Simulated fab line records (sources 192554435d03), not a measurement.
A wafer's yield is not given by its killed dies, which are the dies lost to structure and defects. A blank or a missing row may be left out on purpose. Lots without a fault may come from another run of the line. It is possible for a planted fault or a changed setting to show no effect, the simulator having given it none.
fab line records	flow n5-finfet
record lots=7	wafers=21
route steps=1938 shown GATE_CUT@481 MOL_CONTACT_COAG@559 BEOL_M0_SAQP@637 BEOL_M0_CUTY@713 BEOL_M0@715
start-h: the number of hours between the record's first day and the start of the first shown wafer of the lot	wait-h: hours since the lot's step before	" repeats the value in the row above	L1.1+2: several wafers, shown together as one row	- value missing, or start not given	* or withheld: withheld	< > ~ a bound
route shown NAME@n: NAME is a module with steps in the file, n the number in the route of the first one	usual: mean and standard deviation over wafers with no fault	same: alike in all rows	chamber/n: place in a boat	sites: readings site by site	_std_site: their standard deviation	_edge_site: mean of outer sites minus mean of inner sites	radius-mm: how far each site lies from the wafer's centre	mask NAME#n: copy n	behind: tool/chamber where the wafer was last shaped	hold: the reason the lot was held/the length of the hold in hours/how it ended	device: the n, p or np transistor that did not switch	end of line: at the end of the route, the tests of the same wafers	for a step that has no rows: nothing shown but its recipe	killed: the dies lost at the first sort to structure and to defects; this is not the yield of the wafer	map: the dies of a wafer, with x for killed, . for not killed, _ for no die there
set.NAME: setting as actually run; set.NAME@STEP: the setting as run at that earlier step	model.NAME: the simulator's own value behind a step, which no gauge read
lots where settings were altered on purpose, with a table for each step and a row for each wafer
## steps
# step N5_GATE_CUT_COAT_07
# recipe resist=CAR-EUV	spin-rpm=1500	resist-thk-nm=30
lot.wafer	tool	chamber	start-h	wait-h	set.spin-rpm	model.CAR-EUV_of_GATE_CUT_COAT_07.thk-nm
L077.2+5	litho-track-03	0	-	-	1500	30
L077.3	"	0	"	"	1612	28.8
L080.2	litho-track-03	0	-	-	1663	28.4
L080.4	"	0	"	"	1500	30
L080.6	"	0	"	"	1663	28.6
L083.3+5	litho-track-01	0	-	-	1500	30
L083.6	"	0	"	"	1573	29.2
L090.1+3	litho-track-01	0	-	-	1437	30.6
L090.6	"	0	"	"	1500	30
L095.1	litho-track-04	0	-	-	1500	30.2
L095.2+5	"	0	"	"	1500	30
L096.2+3	litho-track-04	0	-	-	1500	30
L096.6	"	0	"	"	1590	29.2
L097.1	litho-track-01	0	-	-	1500	30
L097.2+3	"	0	"	"	1599	29
# step N5_GATE_CUT_DESCUM_18
# recipe chemistry=O2	time-s=7	source-power-w=50	bias-power-w=20	pressure-mtorr=20	rf-frequency-hz=2.712e+07	temp-c=40	resist=CAR-EUV	o2-flow-sccm=225
lot.wafer	tool	chamber	start-h	wait-h	set.time-s	set.spin-rpm@GATE_CUT_COAT_07	model.CAR-EUV_of_GATE_CUT_COAT_07.thk-nm
L077.2	rie-diel-06	3	101.90	0.0	7	1500	26
L077.3	"	0	"	"	7.738	1612	24.4
L077.5	"	2	"	"	7.738	1500	25.6
L080.2	rie-diel-05	1	125.14	0.0	5.483	1663	25.2
L080.4	"	3	"	"	5.483	1500	26.8
L080.6	"	3	"	"	7	1663	24.6
L083.3+5	rie-diel-06	1,2	135.99	0.0	7	1500	26
L083.6	"	3	"	"	7	1573	25.4
L090.1	rie-diel-06	0	178.95	0.0	7	1437	26.8
L090.3	"	1	"	"	5.542	1437	27.4
L090.6	"	3	"	"	7	1500	26.2
L095.1+5	rie-diel-05	1,0	208.52	0.0	7	1500	26.2
L095.2	"	0	"	"	7	1500	26
L096.2	rie-diel-03	2	219.00	0.0	7.912	1500	25.6
L096.3	"	3	"	"	7	1500	26.2
L096.6	"	0	"	"	7.912	1590	24.8
L097.1	rie-diel-03	2	222.31	0.0	7	1500	26
L097.2	"	1	"	"	5.521	1599	25.6
L097.3	"	3	"	"	5.521	1599	25.8
# step N5_GATE_CUT_ETCH_28
# recipe chemistry=N2/H2	target=underlayer	target-depth-a=130	mask-material=CAR-EUV	time-s=10.4	ion-energy-ev=200	pressure-mtorr=30	source-w=840	bias-w=150	n2-flow-sccm=200	h2-flow-sccm=200	ends=cleared
lot.wafer	tool	chamber	start-h	wait-h	set.spin-rpm@GATE_CUT_COAT_07	set.time-s@GATE_CUT_DESCUM_18	model.CAR-EUV_of_GATE_CUT_COAT_07.thk-nm
L077.2	rie-diel-06	3	101.94	0.0	1500	7	14.6
L077.3	"	0	"	"	1612	7.738	13
L077.5	"	2	"	"	1500	7.738	14.2
L080.2	rie-diel-05	1	125.17	0.0	1663	5.483	13.8
L080.4	"	3	"	"	1500	5.483	15.6
L080.6	"	3	"	"	1663	7	13.2
L083.3	rie-diel-06	1	136.03	0.0	1500	7	14.6
L083.5	"	2	"	"	1500	7	14.4
L083.6	"	3	"	"	1573	7	13.8
L090.1	rie-diel-06	0	178.98	0.0	1437	7	15.4
L090.3	"	1	"	"	1437	5.542	16
L090.6	"	3	"	"	1500	7	14.6
L095.1	rie-diel-05	1	208.55	0.0	1500	7	14.8
L095.2+5	"	0	"	"	1500	7	14.6
L096.2	rie-diel-03	2	219.03	0.0	1500	7.912	14.2
L096.3	"	3	"	"	1500	7	14.6
L096.6	"	0	"	"	1590	7.912	13.4
L097.1	rie-diel-03	2	222.34	0.0	1500	7	14.6
L097.2+3	"	1,3	"	"	1599	5.521	14.2
# step N5_GATE_CUT_ETCH_36
# recipe chemistry=CF4	target=SiARC	target-depth-a=130	mask-material=CAR-EUV	time-s=21.7	ion-energy-ev=80	pressure-mtorr=40	source-w=545	bias-w=36	Ar_flow_sccm=100	cf4-flow-sccm=100	ends=cleared
lot.wafer	tool	chamber	start-h	wait-h	set.spin-rpm@GATE_CUT_COAT_07	set.time-s@GATE_CUT_DESCUM_18	model.CAR-EUV_of_GATE_CUT_COAT_07.thk-nm
L077.2	rie-diel-06	3	101.96	0.0	1500	7	7
L077.3	"	0	"	"	1612	7.738	5.4
L077.5	"	2	"	"	1500	7.738	6.4
L080.2	rie-diel-05	1	125.19	0.0	1663	5.483	6.2
L080.4	"	3	"	"	1500	5.483	7.8
L080.6	"	3	"	"	1663	7	5.6
L083.3+5	rie-diel-06	1,2	136.05	0.0	1500	7	6.8
L083.6	"	3	"	"	1573	7	6.2
L090.1	rie-diel-06	0	179.00	0.0	1437	7	7.6
L090.3	"	1	"	"	1437	5.542	8.4
L090.6	"	3	"	"	1500	7	7
L095.1	rie-diel-05	1	208.57	0.0	1500	7	7.2
L095.2+5	"	0	"	"	1500	7	6.8
L096.2	rie-diel-03	2	219.05	0.0	1500	7.912	6.6
L096.3	"	3	"	"	1500	7	6.8
L096.6	"	0	"	"	1590	7.912	5.6
L097.1	rie-diel-03	2	222.36	0.0	1500	7	6.8
L097.2	"	1	"	"	1599	5.521	6.4
L097.3	"	3	"	"	1599	5.521	6.6
# step N5_MOL_CONTACT_COAG_ALD_27
# recipe material=SiOC	target-thk-a=170	temp-c=400	ald-precursor-family=carbosiloxane	ald-co-reactant=H2-plasma	pulse-time-s=1.5	time-s=2720	purge-time-s=2	co-reactant-purge-time-s=2	ald-cycles=340	pressure-torr=2
lot.wafer	tool	chamber	start-h	wait-h	set.ald-cycles	model.SiOC_of_MOL_CONTACT_COAG_ALD_27.thk-nm
L077.2	ald-sin-01	0	112.00	0.4	340	17
L077.3	"	1	"	"	340	17.2
L077.5	"	2	"	"	288	14.4
L080.2	ald-sin-02	3	135.10	0.0	340	17
L080.4	"	1	"	"	340	17.2
L080.6	"	3	"	"	395	19.8
L083.3	ald-sin-04	3	150.52	0.0	340	16.8
L083.5+6	"	2,1	"	"	386	19.2
L090.1+3+6	ald-sin-02	2,0,3	191.74	0.0	340	17
L095.1	ald-sin-04	2	219.61	0.0	340	16.8
L095.2+5	"	1	"	"	340	17
L096.2	ald-sin-04	2	233.51	0.4	340	16.8
L096.3+6	"	1,3	"	"	340	17
L097.1+3	ald-sin-01	1,0	233.81	0.0	371	18.6
L097.2	"	2	"	"	371	18.4
# step N5_MOL_CONTACT_COAG_EXPOSE_81
# recipe mask-id=VG	na=0.33	source-shape=annular	sigma-inner=0.3	sigma-outer=0.7	polarization=unpolarized	defocus-nm=0	dose-mj=59.5
lot.wafer	tool	chamber	start-h	wait-h	mask	set.dose-mj
L077.2	euv-scanner-01	0	114.61	-	VG#0	59.5
L077.3+5	"	0	"	"	VG#0	57.17
L080.2+4+6	euv-scanner-02	0	137.83	-	VG#0	59.5
L083.3+5+6	euv-scanner-01	0	153.27	-	VG#0	59.5
L090.1	euv-scanner-01	0	194.34	-	VG#0	55.71
L090.3+6	"	0	"	"	VG#0	59.5
L095.1+2+5	euv-scanner-02	0	222.36	-	VG#0	59.5
L096.2+3+6	euv-scanner-02	0	236.14	-	VG#0	59.5
L097.1	euv-scanner-02	0	236.41	-	VG#0	59.5
L097.2+3	"	0	"	"	VG#0	61.1
# step N5_MOL_CONTACT_COAG_ETCH_91
# recipe chemistry=N2/H2	target=SOC	target-depth-a=600	overetch-a=210	mask-material=SiARC	temp-c=40	time-s=101.2	ion-energy-ev=200	pressure-mtorr=30	source-w=840	bias-w=150	n2-flow-sccm=200	h2-flow-sccm=200
# usual rf-vpp-V=524.2/2.9
lot.wafer	tool	chamber	start-h	wait-h	set.source-w	rf-vpp-V
L077.2	rie-diel-01	1	115.30	0.0	840	524.5
L077.3	"	0	"	"	840	522.8
L077.5	"	2	"	"	775.4	543.2
L080.2	rie-diel-01	1	138.59	0.0	840	523.1
L080.4	"	0	"	"	840	523.4
L080.6	"	3	"	"	840	527.9
L083.3	rie-diel-01	3	154.38	0.0	964.5	504.5
L083.5	"	3	"	"	964.5	504.8
L083.6	"	0	"	"	964.5	500.3
L090.1	rie-diel-04	2	195.02	0.0	840	521.9
L090.3	"	0	"	"	840	526.8
L090.6	"	0	"	"	840	529.6
L095.1	rie-diel-02	1	225.62	0.0	840	521.8
L095.2	"	0	"	"	840	523.0
L095.5	"	0	"	"	840	524.3
L096.2	rie-diel-01	3	236.75	0.0	765	543.3
L096.3	"	2	"	"	840	527.6
L096.6	"	1	"	"	765	537.1
L097.1	rie-diel-02	2	237.08	0.0	700.5	552.5
L097.2	"	0	"	"	840	523.3
L097.3	"	1	"	"	840	520.9
# step N5_MOL_CONTACT_COAG_STRIP_92
# recipe chemistry=N2/H2	temp-c=40	n2-flow-sccm=200	h2-flow-sccm=200	rf-frequency-hz=6e+07
# step N5_MOL_CONTACT_COAG_STRIP_93
# recipe chemistry=N2/H2	temp-c=40	n2-flow-sccm=200	h2-flow-sccm=200	rf-frequency-hz=6e+07
# step N5_MOL_CONTACT_COAG_PRECLEAN_144
# recipe chemistry=alkaline-clean	temp-c=60	time-s=60	do-ppb=50
# step N5_MOL_CONTACT_COAG_SRD_145
# recipe dry=ipa-marangoni	time-s=30	temp-c=23	rinse-liquid=diw
# step N5_MOL_CONTACT_COAG_CD_MEAS_137
# recipe target-cd-nm=16
# usual cd-nm=15.8/0.33
lot.wafer	tool	chamber	start-h	wait-h	set.dose-mj@MOL_CONTACT_COAG_EXPOSE_81	cd-nm
L077.2	cd-sem-02	-	115.81	0.0	59.5	15.8
L077.3	"	-	"	"	57.17	14.6
L077.5	"	-	"	"	57.17	14.9
L080.2	cd-sem-01	-	139.05	0.0	59.5	15.4
L080.4	"	-	"	"	59.5	15.8
L080.6	"	-	"	"	59.5	15.7
L083.3	cd-sem-02	-	154.84	0.0	59.5	16.0
L083.5	"	-	"	"	59.5	16.0
L083.6	"	-	"	"	59.5	16.1
L090.1	cd-sem-01	-	195.48	0.0	55.71	14.5
L090.3	"	-	"	"	59.5	15.9
L090.6	"	-	"	"	59.5	15.8
L095.1	cd-sem-02	-	226.07	0.0	59.5	15.4
L095.2	"	-	"	"	59.5	15.9
L095.5	"	-	"	"	59.5	15.4
L096.2	cd-sem-02	-	237.21	0.0	59.5	16.0
L096.3	"	-	"	"	59.5	15.6
L096.6	"	-	"	"	59.5	15.6
L097.1	cd-sem-03	-	237.54	0.0	59.5	15.6
L097.2	"	-	"	"	61.1	16.5
L097.3	"	-	"	"	61.1	16.7
# step N5_BEOL_M0_SAQP_PECVD_97
# recipe material=SiNx	target-thk-a=230	temp-c=350	precursor=SiH4/NH3/N2	pressure-torr=1.5	rf-w=300	time-s=19.9
lot.wafer	tool	chamber	start-h	wait-h	set.time-s	model.SiNx_of_BEOL_M0_SAQP_PECVD_97.thk-nm
L077.2+3	pecvd-03	1,0	122.52	0.0	19.9	23
L077.5	"	2	"	"	19.9	23.8
L080.2	pecvd-04	2	145.39	0.0	19.9	23
L080.4	"	2	"	"	17.56	20.6
L080.6	"	1	"	"	17.56	20.4
L083.3	pecvd-03	1	163.54	0.0	18.56	21
L083.5	"	2	"	"	19.9	23
L083.6	"	1	"	"	19.9	22.8
L090.1	pecvd-01	2	202.58	0.0	19.9	22.6
L090.3	"	1	"	"	17.9	20.8
L090.6	"	0	"	"	19.9	23
L095.1	pecvd-03	1	233.81	0.0	19.9	22.8
L095.2	"	0	"	"	19.9	23
L095.5	"	1	"	"	19.9	23.4
L096.2	pecvd-04	2	243.91	0.0	19.9	23
L096.3+6	"	0,2	"	"	21.21	24.6
L097.1	pecvd-01	1	247.75	0.0	19.9	23
L097.2	"	0	"	"	19.9	22.8
L097.3	"	2	"	"	22.59	25.6
# step N5_BEOL_M0_SAQP_COAT_08
# recipe resist=CAR-ArF	spin-rpm=1500	resist-thk-nm=90
lot.wafer	tool	chamber	start-h	wait-h	set.spin-rpm	model.CAR-ArF_of_BEOL_M0_SAQP_COAT_08.thk-nm
L077.2+5	litho-track-02	0	-	-	1655	86
L077.3	"	0	"	"	1500	90.4
L080.2	litho-track-03	0	-	-	1500	90.2
L080.4+6	"	0	"	"	1500	89.8
L083.3	litho-track-03	0	-	-	1500	90
L083.5	"	0	"	"	1500	90.2
L083.6	"	0	"	"	1410	93
L090.1	litho-track-02	0	-	-	1587	87.8
L090.3	"	0	"	"	1500	90.2
L090.6	"	0	"	"	1500	90.6
L095.1+2+5	litho-track-04	0	-	-	1500	89.6
L096.2+6	litho-track-04	0	-	-	1655	85.6
L096.3	"	0	"	"	1500	90
L097.1+2	litho-track-04	0	-	-	1407	93.2
L097.3	"	0	"	"	1500	90.2
# step N5_BEOL_M0_SAQP_EBR_10
# recipe solvent=PGMEA	ebr-width-mm=1.5
# step N5_BEOL_M0_SAQP_SOFTBAKE_09
# recipe temp-c=110	time-s=60	resist=CAR-ArF
# step N5_BEOL_M0_SAQP_EXPOSE_11
# recipe mask-id=M0_CORE	na=1.35	source-shape=dipole	sigma-inner=0.538	sigma-outer=0.738	polarization=te	target-cd-nm=42	dose-mj=55
# step N5_BEOL_M0_SAQP_PEB_12
# recipe peb-temp-c=withheld	peb-time-s=60	resist=CAR-ArF
# step N5_BEOL_M0_SAQP_DEVELOP_13
# recipe develop-time-s=30	developer=TMAH	resist=CAR-ArF	dev-temp-c=23	rinse-liquid=diw	dry=air-spin
lot.wafer	tool	chamber	start-h	wait-h	set.spin-rpm@BEOL_M0_SAQP_COAT_08	model.CAR-ArF_of_BEOL_M0_SAQP_COAT_08.thk-nm
L077.2	litho-track-03	0	-	-	1655	84.2
L077.3	"	0	"	"	1500	88.6
L077.5	"	0	"	"	1655	84.4
L080.2	litho-track-03	0	-	-	1500	88.4
L080.4	"	0	"	"	1500	88
L080.6	"	0	"	"	1500	88.2
L083.3	litho-track-03	0	-	-	1500	88.2
L083.5	"	0	"	"	1500	88.6
L083.6	"	0	"	"	1410	91.2
L090.1	litho-track-03	0	-	-	1587	86
L090.3	"	0	"	"	1500	88.6
L090.6	"	0	"	"	1500	88.8
L095.1+2+5	litho-track-04	0	-	-	1500	87.8
L096.2+6	litho-track-04	0	-	-	1655	84
L096.3	"	0	"	"	1500	88.4
L097.1+2	litho-track-03	0	-	-	1407	91.4
L097.3	"	0	"	"	1500	88.6
# step N5_BEOL_M0_SAQP_DESCUM_19
# recipe chemistry=O2	time-s=7.9	source-power-w=50	bias-power-w=20	pressure-mtorr=20	rf-frequency-hz=2.712e+07	temp-c=40	resist=CAR-ArF	o2-flow-sccm=225
# step N5_BEOL_M0_SAQP_ETCH_83
# recipe chemistry=CF4	target=SiARC	target-depth-a=390	mask-material=CAR-ArF	time-s=65	ion-energy-ev=80	pressure-mtorr=40	source-w=545	bias-w=36	Ar_flow_sccm=100	cf4-flow-sccm=100	ends=cleared
lot.wafer	tool	chamber	start-h	wait-h	set.spin-rpm@BEOL_M0_SAQP_COAT_08	model.CAR-ArF_of_BEOL_M0_SAQP_COAT_08.thk-nm
L077.2+5	rie-diel-05	3,0	123.26	0.0	1655	51.6
L077.3	"	0	"	"	1500	55.8
L080.2	rie-diel-06	3	146.13	0.0	1500	55.8
L080.4+6	"	2,0	"	"	1500	55.4
L083.3	rie-diel-05	2	164.75	0.0	1500	55.6
L083.5	"	0	"	"	1500	55.8
L083.6	"	2	"	"	1410	58.4
L090.1	rie-diel-06	1	203.37	0.0	1587	53.2
L090.3	"	3	"	"	1500	55.8
L090.6	"	0	"	"	1500	56
L095.1	rie-diel-05	3	234.48	0.0	1500	55.2
L095.2+5	"	0,3	"	"	1500	55
L096.2+6	rie-diel-03	1	244.72	0.0	1655	51.2
L096.3	"	2	"	"	1500	55.4
L097.1+2	rie-diel-03	1,2	248.51	0.0	1407	58.6
L097.3	"	3	"	"	1500	55.8
# step N5_BEOL_M0_SAQP_ETCH_84
# recipe chemistry=N2/H2	target=SOC	target-depth-a=1000	overetch-a=200	mask-material=SiARC	temp-c=40	time-s=150	ion-energy-ev=200	pressure-mtorr=30	source-w=840	bias-w=150	n2-flow-sccm=200	h2-flow-sccm=200
# step N5_BEOL_M0_SAQP_STRIP_80
# recipe chemistry=N2/H2	temp-c=40	n2-flow-sccm=200	h2-flow-sccm=200	rf-frequency-hz=6e+07
# step N5_BEOL_M0_SAQP_RECESS_104
# recipe chemistry=HF/NH3	target=SiO2	target-depth-a=180	afs-cycles=3	temp-c=30	sublimation-temp-c=180	sublimation-time-s=60
# step N5_BEOL_M0_SAQP_COAT_105
# recipe resist=SOC	temp-c=250	time-s=60	spin-rpm=1500	resist-thk-nm=100
# step N5_BEOL_M0_SAQP_ETCH_106
# recipe chemistry=N2/H2	target=SOC	target-depth-a=1500	stop-on=SiNx	ion-energy-ev=100	bias-w=61	pressure-mtorr=30	source-w=850	n2-flow-sccm=200	h2-flow-sccm=200
lot.wafer	tool	chamber	start-h	wait-h	set.time-s@BEOL_M0_SAQP_PECVD_97	model.SiNx_of_BEOL_M0_SAQP_PECVD_97.thk-nm
L077.2	rie-diel-05	0	126.01	-	19.9	15.6
L077.3	"	2	"	"	19.9	15.2
L077.5	"	1	"	"	19.9	16
L080.2	rie-diel-06	0	149.49	-	19.9	15
L080.4+6	"	1,3	"	"	17.56	12.8
L083.3	rie-diel-05	0	167.33	-	18.56	13.2
L083.5	"	0	"	"	19.9	15.2
L083.6	"	3	"	"	19.9	14.8
L090.1	rie-diel-06	0	205.64	-	19.9	14.8
L090.3	"	3	"	"	17.9	13
L090.6	"	3	"	"	19.9	15.2
L095.1+2	rie-diel-06	1,2	237.02	-	19.9	15
L095.5	"	0	"	"	19.9	15.6
L096.2	rie-diel-05	2	247.22	-	19.9	15.2
L096.3+6	"	3	"	"	21.21	17
L097.1	rie-diel-06	3	251.67	-	19.9	15.4
L097.2	"	0	"	"	19.9	15.2
L097.3	"	2	"	"	22.59	17.8
# step N5_BEOL_M0_CUTY_ETCH_63
# recipe chemistry=N2/H2	target=SOC	target-depth-a=827	overetch-a=165	mask-material=SiARC	temp-c=40	ion-energy-ev=200	time-s=124	pressure-mtorr=30	source-w=840	bias-w=150	n2-flow-sccm=200	h2-flow-sccm=200
lot.wafer	tool	chamber	start-h	wait-h	set.time-s	model.SiO2_of_BEOL_M0_SAQP_SPACER2_ALD_26.thk-nm
L077.2	rie-diel-01	0	129.35	0.0	124	7.2
L077.3	"	2	"	"	124	7
L077.5	"	3	"	"	143.3	6.4
L080.2	rie-diel-02	1	152.94	0.0	124	7
L080.4	"	0	"	"	106.9	7.6
L080.6	"	3	"	"	124	7.2
L083.3	rie-diel-02	3	170.59	0.0	101.7	7.8
L083.5	"	2	"	"	124	7.2
L083.6	"	1	"	"	124	7
L090.1+6	rie-diel-01	2	208.87	0.0	124	7
L090.3	"	3	"	"	133.6	6.6
L095.1	rie-diel-02	1	239.88	0.0	124	7
L095.2+5	"	2	"	"	124	7.2
L096.2+3	rie-diel-01	1,3	251.34	0.0	106	7.6
L096.6	"	2	"	"	124	7
L097.1	rie-diel-04	2	255.46	0.0	106.2	7.4
L097.2	"	1	"	"	124	7
L097.3	"	3	"	"	106.2	7.6
# step N5_BEOL_M0_ETCH_138
# recipe chemistry=CH3F/O2	target-depth-a=120	target=SiCN	time-s=31.6	ion-energy-ev=120	pressure-mtorr=30	source-w=395	bias-w=75	Ar_flow_sccm=150	CH3F_flow_sccm=30	O2_flow_sccm=20	ends=cleared
# usual rf-vpp-V=297.4/1.9
lot.wafer	tool	chamber	start-h	wait-h	set.source-w	set.time-s@BEOL_M0_CUTY_ETCH_63	rf-vpp-V	model.SiO2_of_BEOL_M0_SAQP_SPACER2_ALD_26.thk-nm
L077.2	rie-diel-01	0	129.47	0.0	395	124	296.2	5
L077.3	"	2	"	"	395	124	300.7	5
L077.5	"	3	"	"	342.2	143.3	314.7	4.4
L080.2	rie-diel-02	1	153.07	0.0	395	124	293.8	5
L080.4	"	0	"	"	395	106.9	297.0	5.6
L080.6	"	3	"	"	395	124	298.3	5
L083.3	rie-diel-02	3	170.71	0.0	461.5	101.7	282.3	5.8
L083.5	"	2	"	"	395	124	294.5	5.2
L083.6	"	1	"	"	461.5	124	280.7	5
L090.1	rie-diel-01	2	208.99	0.0	441.5	124	288.4	5
L090.3	"	3	"	"	441.5	133.6	288.6	4.8
L090.6	"	2	"	"	395	124	300.0	5
L095.1	rie-diel-02	1	240.00	0.0	395	124	295.3	5
L095.2	"	2	"	"	395	124	293.7	5.2
L095.5	"	2	"	"	395	124	295.9	5.2
L096.2	rie-diel-01	1	251.46	0.0	395	106	296.6	5.6
L096.3	"	3	"	"	445.9	106	288.5	5.4
L096.6	"	2	"	"	445.9	124	286.4	5
L097.1	rie-diel-04	2	255.59	0.0	441.6	106.2	285.3	5.6
L097.2	"	1	"	"	395	124	299.2	5.2
L097.3	"	3	"	"	441.6	106.2	285.3	5.6
# step N5_BEOL_M0_HM_OPEN_105
# recipe chemistry=Cl2/BCl3	target-depth-a=120	target=TiN	ion-energy-ev=150	pressure-mtorr=10	icp-w=1000	bias-w=126	Cl2_flow_sccm=53.25	bcl3-flow-sccm=21.75	Ar_flow_sccm=25
lot.wafer	tool	chamber	start-h	wait-h	set.time-s@BEOL_M0_CUTY_ETCH_63	model.SiO2_of_BEOL_M0_SAQP_SPACER2_ALD_26.thk-nm
L077.2	rie-metal-01	0	131.11	1.6	124	2.8
L077.3	"	0	"	"	124	2.6
L077.5	"	0	"	"	143.3	2
L080.2+6	rie-metal-03	0	154.70	1.6	124	2.6
L080.4	"	1	"	"	106.9	3.2
L083.3	rie-metal-02	1	171.84	1.1	101.7	3.4
L083.5	"	1	"	"	124	3
L083.6	"	0	"	"	124	2.6
L090.1+6	rie-metal-03	0,1	210.12	1.1	124	2.6
L090.3	"	0	"	"	133.6	2.2
L095.1	rie-metal-01	1	242.49	2.4	124	2.6
L095.2+5	"	1	"	"	124	2.8
L096.2	rie-metal-03	1	254.29	2.8	106	3.2
L096.3	"	0	"	"	106	3
L096.6	"	1	"	"	124	2.6
L097.1+3	rie-metal-02	1	257.60	2.0	106.2	3.2
L097.2	"	0	"	"	124	2.8
## key
split step=N5_GATE_CUT_COAT_07	setting=spin-rpm	stated=1500	by=wafer
response step=N5_GATE_CUT_COAT_07	reading=model.CAR-EUV_of_GATE_CUT_COAT_07.thk-nm	change=-0.146	per=1%	r=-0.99
response step=N5_GATE_CUT_DESCUM_18	reading=model.CAR-EUV_of_GATE_CUT_COAT_07.thk-nm	change=-0.157	per=1%	r=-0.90
response step=N5_GATE_CUT_ETCH_28	reading=model.CAR-EUV_of_GATE_CUT_COAT_07.thk-nm	change=-0.169	per=1%	r=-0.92
response step=N5_GATE_CUT_ETCH_36	reading=model.CAR-EUV_of_GATE_CUT_COAT_07.thk-nm	slope=-0.145	per=1%	together-with=time-s@GATE_CUT_DESCUM_18	explained=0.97
split step=N5_GATE_CUT_DESCUM_18	setting=time-s	stated=7	by=wafer
response step=N5_GATE_CUT_DESCUM_18	reading=model.CAR-EUV_of_GATE_CUT_COAT_07.thk-nm	slope=-0.0316	per=1%	together-with=spin-rpm@GATE_CUT_COAT_07	explained=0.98
response step=N5_GATE_CUT_ETCH_28	reading=model.CAR-EUV_of_GATE_CUT_COAT_07.thk-nm	slope=-0.0306	per=1%	together-with=spin-rpm@GATE_CUT_COAT_07	explained=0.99
response step=N5_GATE_CUT_ETCH_36	reading=model.CAR-EUV_of_GATE_CUT_COAT_07.thk-nm	slope=-0.0325	per=1%	together-with=spin-rpm@GATE_CUT_COAT_07	explained=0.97
split step=N5_MOL_CONTACT_COAG_ALD_27	setting=ald-cycles	stated=340	by=wafer
response step=N5_MOL_CONTACT_COAG_ALD_27	reading=model.SiOC_of_MOL_CONTACT_COAG_ALD_27.thk-nm	change=+0.173	per=1%	r=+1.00
split step=N5_MOL_CONTACT_COAG_EXPOSE_81	setting=dose-mj	stated=59.5	by=wafer
response step=N5_MOL_CONTACT_COAG_CD_MEAS_137	reading=cd-nm	change=+0.241	per=1%	r=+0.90
split step=N5_MOL_CONTACT_COAG_ETCH_91	setting=source-w	stated=840	by=wafer
response step=N5_MOL_CONTACT_COAG_ETCH_91	reading=rf-vpp-V	change=-1.85	per=1%	r=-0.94
split step=N5_BEOL_M0_SAQP_PECVD_97	setting=time-s	stated=19.9	by=wafer
response step=N5_BEOL_M0_SAQP_PECVD_97	reading=model.SiNx_of_BEOL_M0_SAQP_PECVD_97.thk-nm	change=+0.214	per=1%	r=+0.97
response step=N5_BEOL_M0_SAQP_ETCH_106	reading=model.SiNx_of_BEOL_M0_SAQP_PECVD_97.thk-nm	change=+0.203	per=1%	r=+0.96
split step=N5_BEOL_M0_SAQP_COAT_08	setting=spin-rpm	stated=1500	by=wafer
response step=N5_BEOL_M0_SAQP_COAT_08	reading=model.CAR-ArF_of_BEOL_M0_SAQP_COAT_08.thk-nm	change=-0.442	per=1%	r=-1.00
response step=N5_BEOL_M0_SAQP_DEVELOP_13	reading=model.CAR-ArF_of_BEOL_M0_SAQP_COAT_08.thk-nm	change=-0.434	per=1%	r=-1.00
response step=N5_BEOL_M0_SAQP_ETCH_83	reading=model.CAR-ArF_of_BEOL_M0_SAQP_COAT_08.thk-nm	change=-0.423	per=1%	r=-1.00
split step=N5_BEOL_M0_CUTY_ETCH_63	setting=time-s	stated=124	by=wafer
response step=N5_BEOL_M0_CUTY_ETCH_63	reading=model.SiO2_of_BEOL_M0_SAQP_SPACER2_ALD_26.thk-nm	change=-0.04	per=1%	r=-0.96
response step=N5_BEOL_M0_ETCH_138	reading=model.SiO2_of_BEOL_M0_SAQP_SPACER2_ALD_26.thk-nm	change=-0.0363	per=1%	r=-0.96
response step=N5_BEOL_M0_HM_OPEN_105	reading=model.SiO2_of_BEOL_M0_SAQP_SPACER2_ALD_26.thk-nm	change=-0.0374	per=1%	r=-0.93
split step=N5_BEOL_M0_ETCH_138	setting=source-w	stated=395	by=wafer
response step=N5_BEOL_M0_ETCH_138	reading=rf-vpp-V	change=-0.942	per=1%	r=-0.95
